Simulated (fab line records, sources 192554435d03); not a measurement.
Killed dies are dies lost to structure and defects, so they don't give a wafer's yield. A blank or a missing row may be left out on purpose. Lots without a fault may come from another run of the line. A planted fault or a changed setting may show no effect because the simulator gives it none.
fab line records | flow n5_finfet
record lots=7 wafers=39
route steps=1938 shown ZERO_LAYER@4 DUMMY_GATE@243 HKMG_FIN@406 GATE_CUT@466
start_h: hours from the record's first day to the start of the lot's first wafer shown | wait_h: hours since the lot's step before | " the same as in the row above | L1.1+2: a row that stands for several wafers | - no value, or no start given | * or withheld: withheld | < > ~ a bound
route shown NAME@n: a module of which the file shows steps, and the number in the route of the first | usual: mean/standard deviation of fault-free wafers | same: alike in all rows | chamber/n: place in a boat | sites: the reading at each site | _std_site: their standard deviation | _edge_site: outer sites' mean less inner sites' | radius_mm: how far each site lies from the wafer's centre | mask NAME#n: copy n | behind: the tool/chamber that last shaped the wafer | hold: why the lot was held/for how many hours/how that ended | device: the transistor (n, p or np) that didn't switch | end of line: the same wafers' tests at the end of the route | a step without rows: its recipe alone | killed: dies lost to structure and defects at the first sort, not the wafer's yield | map: a wafer's dies, x killed, . not, _ none there
set.NAME: the setting as run; set.NAME@STEP: as run at that earlier step | model.NAME: the simulator's own value behind a step, which no gauge read
lots whose settings were changed on purpose; a table a step, a row a wafer
## steps
# step N5_ZERO_LAYER_PECVD_02
# recipe material=SiO2 target_thk_a=100 temp_c=400 precursor=SiH4/N2O pressure_torr=0.75 rf_w=275 time_s=6
# columns lot.wafer tool chamber start_h wait_h set.target_thk_a model.SiO2_of_ZERO_LAYER_PECVD_02.thk_nm
L075.1 pecvd-01 0 18.28 0.0 100 9.817
L075.2 " 2 " " 100 9.801
L075.3 " 1 " " 100 9.722
L075.4 " 1 " " 100 9.866
L075.5 " 2 " " 100 9.812
L075.6 " 0 " " 100 9.957
L079.1 pecvd-04 1 42.30 0.0 92.8 9.362
L079.2 " 0 " " 100 9.936
L079.3 " 2 " " 100 10.01
L079.4 " 2 " " 92.8 9.527
L079.5 " 0 " " 92.8 9.537
L079.6 " 1 " " 100 10.39
L080.1 pecvd-02 1 48.28 0.0 100 9.985
L080.2 " 0 " " 115.5 11.53
L080.3 " 1 " " 100 10.16
L080.4 " 0 " " 100 10.06
L080.5 " 0 " " 115.5 11.55
L080.6 " 1 " " 115.5 11.7
L083.1 pecvd-01 0 66.28 0.0 100 10.1
L083.2 " 1 " " 100 10.08
L083.3 " 1 " " 100 10.2
L083.4 " 0 " " 100 10.13
L083.5 " 1 " " 100 10.18
L083.6 " 0 " " 100 10.11
L090.2 pecvd-01 1 108.30 0.0 100 9.743
L090.3 " 2 " " 100 9.808
L090.4 " 2 " " 100 10.03
L093.1 pecvd-04 0 126.29 0.0 100 9.885
L093.2 " 1 " " 100 9.83
L093.3 " 2 " " 100 9.975
L093.4 " 1 " " 100 9.898
L093.5 " 0 " " 100 10.01
L093.6 " 2 " " 100 10.08
L096.1 pecvd-02 2 144.29 0.0 100 9.893
L096.2 " 0 " " 113.8 11.42
L096.3 " 1 " " 113.8 11.44
L096.4 " 2 " " 100 10.11
L096.5 " 1 " " 113.8 11.43
L096.6 " 0 " " 100 10.02
# step N5_DUMMY_GATE_ETCH_31
# recipe chemistry=C4F6/O2 target=SiO2 mask_material=SOC target_depth_a=825 time_s=27.5 ion_energy_ev=250 pressure_mtorr=30 source_w=345 bias_w=185 Ar_flow_sccm=300 C4F6_flow_sccm=10 O2_flow_sccm=10
# columns lot.wafer tool chamber start_h wait_h set.target_depth_a model.etch.depth_nm model.SOC_of_DUMMY_GATE_COAT_34.thk_nm
L075.1 rie_diel-04 1 53.66 0.0 917 89.26 51
L075.2+3 " 3,0 " " 825 80.89 51.8
L075.4 " 2 " " 825 79.37 52.2
L075.5 " 2 " " 917 88.06 51.4
L075.6 " 3 " " 917 90.14 51
L079.1 rie_diel-02 1 75.86 0.0 761.8 77.09 52.4
L079.2 " 0 " " 825 80.61 52
L079.3 " 3 " " 825 80.07 52.2
L079.4 " 2 " " 825 80.32 51.8
L079.5 " 0 " " 761.8 74.63 52.8
L079.6 " 3 " " 761.8 75.01 52.8
L080.1 rie_diel-04 2 85.76 0.0 825 79.86 52.4
L080.2 " 0 " " 880.6 86.29 51.4
L080.3 " 1 " " 825 81.09 51.8
L080.4 " 3 " " 880.6 86.63 51.2
L080.5 " 0 " " 880.6 86.72 51.6
L080.6 " 3 " " 825 80.97 52
L083.1 rie_diel-04 3 101.02 0.0 825 81.5 52
L083.2 " 1 " " 775.1 77.42 52.6
L083.3 " 2 " " 825 80.18 52.4
L083.4 " 0 " " 825 81.48 52
L083.5 " 2 " " 775.1 74.83 53
L083.6 " 1 " " 775.1 76.53 52.8
L090.2 rie_diel-03 0 142.33 0.0 825 82.22 51.8
L090.3 " 1 " " 825 81.18 52.2
L090.4 " 2 " " 825 81.52 52.2
L093.1 rie_diel-04 2 162.89 0.1 825 79.5 52
L093.2 " 0 " " 734.7 71.69 52.8
L093.3 " 3 " " 825 81.07 51.8
L093.4 " 1 " " 734.7 72.16 52.6
L093.5 " 3 " " 734.7 71.53 52.8
L093.6 " 0 " " 825 80.72 51.8
L096.1 rie_diel-02 2 185.91 0.0 825 86.36 51.4
L096.2 " 1 " " 825 85.32 51.8
L096.3 " 0 " " 917.9 91.03 50.8
L096.4 " 1 " " 917.9 93.43 50.6
L096.5 " 0 " " 825 81.93 52
L096.6 " 2 " " 917.9 96.07 50.4
# step N5_HKMG_FIN_ETCH_58
# recipe chemistry=N2/H2 target=SOC target_depth_a=2158 ion_energy_ev=50 bias_w=13 time_s=741 pressure_mtorr=30 source_w=875 n2_flow_sccm=200 h2_flow_sccm=200
# usual rf_vpp_V=99.1/0.92
# columns lot.wafer tool chamber start_h wait_h set.source_w rf_vpp_V model.SOC_of_HKMG_FIN_COAT_41.thk_nm model.etch.depth_nm model.HKMG_FIN.feature_depth_nm
L075.1 rie_diel-06 1 77.19 0.0 746.7 104.2 111.4 188.5 188.6
L075.2 " 3 " " 746.7 106.4 112.2 187.7 187.6
L075.3 " 0 " " 875 100.6 79.4 220.3 220.2
L075.4 " 2 " " 875 99.1 86.4 213.3 213.2
L075.5 " 3 " " 875 98.6 83.4 215.6 215.6
L075.6 " 2 " " 746.7 105.4 112.2 187.1 187.2
L079.1 rie_diel-01 0 104.63 0.0 875 98.3 85.6 215.4 215.4
L079.2 " 3 " " 757 103.8 108.4 193.3 193.4
L079.3 " 1 " " 757 103.9 111 189.8 189.8
L079.4 " 2 " " 875 98.3 82.8 218.5 218.6
L079.5 " 1 " " 757 103.8 110.4 190.1 190
L079.6 " 0 " " 875 97.6 86.4 214.4 214.4
L080.1 rie_diel-06 3 111.99 0.0 875 98.7 85.6 214.5 214.6
L080.2 " 2 " " 875 98.2 85 215 215
L080.3 " 1 " " 875 101.6 82.2 218.2 218.2
L080.4 " 0 " " 875 99.3 79.8 221 221
L080.5 " 1 " " 875 100.5 83.4 217.5 217.6
L080.6 " 0 " " 875 100.2 78.6 221.5 221.6
L083.1 rie_diel-05 2 126.73 0.0 967.6 95.3 58 242.8 242.8
L083.2 " 3 " " 875 100.5 82.6 218 218
L083.3 " 2 " " 967.6 95.6 58.6 242 242
L083.4 " 3 " " 875 98.7 82.8 218.5 218.4
L083.5 " 2 " " 967.6 95.2 56.6 244.6 244.6
L083.6 " 3 " " 875 100.7 82.6 219.3 219.4
L090.2 rie_diel-01 2 168.53 0.0 875 97.3 85.4 214.6 214.6
L090.3 " 0 " " 875 99.1 90.8 210.4 210.4
L090.4 " 1 " " 875 99.1 88.4 211.7 211.8
L093.1 rie_diel-05 0 189.20 0.0 959.2 94.7 67 233 233
L093.2 " 3 " " 875 99.7 82 219 219
L093.3 " 2 " " 959.2 96.2 59.2 241.6 241.6
L093.4 " 1 " " 959.2 96.5 62.8 237.4 237.4
L093.5 " 2 " " 875 99.6 78.4 222.6 222.6
L093.6 " 1 " " 875 99.3 79 221.4 221.4
L096.1 rie_diel-06 0 213.26 0.0 875 99.6 85.2 214.7 214.6
L096.2 " 3 " " 875 99.6 86.4 212.9 212.8
L096.3 " 1 " " 875 99.0 83.8 216 216
L096.4 " 2 " " 875 99.2 88.2 211.8 211.8
L096.5 " 3 " " 875 100.3 87 212 212
L096.6 " 2 " " 875 98.0 87.4 212.7 212.8
# step N5_GATE_CUT_ETCH_56
# recipe chemistry=Cl2/Ar target=TiN target_depth_a=216 pressure_mtorr=10 icp_w=600 bias_w=60 Cl2_flow_sccm=40 Ar_flow_sccm=60
# columns lot.wafer tool chamber start_h wait_h set.bias_w model.etch.depth_nm
L075.1 rie_metal-01 0 84.72 0.1 60 21.66
L075.2 " 1 " " 60 21.4
L075.3 " 0 " " 60 21.45
L075.4 " 1 " " 60 21.41
L075.5 " 0 " " 60 21.51
L075.6 " 1 " " 60 21.29
L079.1 rie_metal-03 1 112.65 0.1 60 20.87
L079.2 " 0 " " 60 21.79
L079.3 " 0 " " 60 21.66
L079.4 " 1 " " 60 21.06
L079.5 " 0 " " 60 21.91
L079.6 " 1 " " 60 21.12
L080.1 rie_metal-02 0 119.71 0.2 48.6 20.54
L080.2 " 0 " " 60 22.17
L080.3 " 0 " " 60 22.23
L080.4 " 0 " " 48.6 20.56
L080.5 " 0 " " 60 22.2
L080.6 " 0 " " 48.6 20.59
L083.1 rie_metal-01 1 134.92 0.1 60 21.47
L083.2 " 0 " " 60 21.65
L083.3+4 " 1,0 " " 60 21.57
L083.5 " 0 " " 60 21.71
L083.6 " 1 " " 60 21.55
L090.2 rie_metal-02 0 176.41 0.1 60 22.14
L090.3 " 1 " " 60 21.91
L090.4 " 0 " " 60 22.29
L093.1 rie_metal-03 0 197.86 0.1 60 22.08
L093.2 " 1 " " 60 21.17
L093.3 " 1 " " 65.08 21.76
L093.4 " 0 " " 65.08 22.69
L093.5 " 0 " " 60 22.04
L093.6 " 1 " " 65.08 21.89
L096.1 rie_metal-02 1 221.22 0.1 60 21.75
L096.2 " 0 " " 60 21.87
L096.3 " 1 " " 71.07 23.17
L096.4 " 0 " " 71.07 23.34
L096.5 " 0 " " 71.07 23.13
L096.6 " 1 " " 60 21.85
## key
split step=N5_ZERO_LAYER_PECVD_02 setting=target_thk_a stated=100 by=wafer
response step=N5_ZERO_LAYER_PECVD_02 reading=model.SiO2_of_ZERO_LAYER_PECVD_02.thk_nm change=+0.0992 per=1% r=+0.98
split step=N5_DUMMY_GATE_ETCH_31 setting=target_depth_a stated=825 by=wafer
response step=N5_DUMMY_GATE_ETCH_31 reading=model.etch.depth_nm change=+0.779 per=1% r=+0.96
response step=N5_DUMMY_GATE_ETCH_31 reading=model.SOC_of_DUMMY_GATE_COAT_34.thk_nm change=-0.0876 per=1% r=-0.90
split step=N5_HKMG_FIN_ETCH_58 setting=source_w stated=875 by=wafer
response step=N5_HKMG_FIN_ETCH_58 reading=rf_vpp_V change=-0.413 per=1% r=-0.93
response step=N5_HKMG_FIN_ETCH_58 reading=model.SOC_of_HKMG_FIN_COAT_41.thk_nm change=-1.97 per=1% r=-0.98
response step=N5_HKMG_FIN_ETCH_58 reading=model.etch.depth_nm change=+1.95 per=1% r=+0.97
response step=N5_HKMG_FIN_ETCH_58 reading=model.HKMG_FIN.feature_depth_nm change=+1.95 per=1% r=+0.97
split step=N5_GATE_CUT_ETCH_56 setting=bias_w stated=60 by=wafer
response step=N5_GATE_CUT_ETCH_56 reading=model.etch.depth_nm change=+0.0772 per=1% r=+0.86
